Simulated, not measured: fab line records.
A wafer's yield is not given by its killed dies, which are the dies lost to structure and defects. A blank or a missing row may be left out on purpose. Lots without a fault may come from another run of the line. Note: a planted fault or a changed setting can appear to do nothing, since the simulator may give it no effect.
Chamber matching	flow n5Finfet	N5_SD_EPI_N_ETCH_16 on rieDiel-04 has 4 sister chambers
The step etches SiO2 in CHF3/O2, target depth 5 nm. 8 wafers are shown with their chamber, then 7 later ones without.

== WAFERS PAIRED WITH THEIR CHAMBERS ==
wafer	chamber	showerheadPlenumPTorr (Torr)	rfVppV (V)
L078.2	3	2.32	516
L082.2	3	2.31	517
L082.6	1	2.38	504
L083.1	2	2.56	539
L083.2	0	2.58	523
L083.5	0	2.58	524
L086.1	2	2.56	539
L086.4	1	2.37	504

== WAFERS MISSING THEIR CHAMBER ==
wafer	showerheadPlenumPTorr (Torr)	rfVppV (V)
L086.5	2.58	525
L091.2	2.31	515
L091.3	2.56	539
L091.5	2.57	522
L092.2	2.56	538
L092.4	2.37	504
L092.5	2.57	523

== WHICH CHAMBER EACH WENT THROUGH ==
wafer	from the rows above	in truth
L086.5	0	0
L091.2	3	3
L091.3	2	2
L091.5	0	0
L092.2	2	2
L092.4	1	1
L092.5	0	0
Placed correctly: 7 of 7. From these rows, 0 cannot be placed. Wrongly placed: 0.
How it was worked out, from the rows above alone: a wafer's distance from a chamber is the root of the sum, over the readings, of the square of ((its reading less the chamber's mean) divided by the reading's scatter). The wafer belongs to the nearest chamber; if the next one is less than 2 further off, it can't be placed. For every chamber, the mean is computed from those of its wafers that are shown. The scatter: take each reading less its chamber's mean, square it, sum over the shown wafers, divide by the number of wafers less the number of chambers, and take the root.
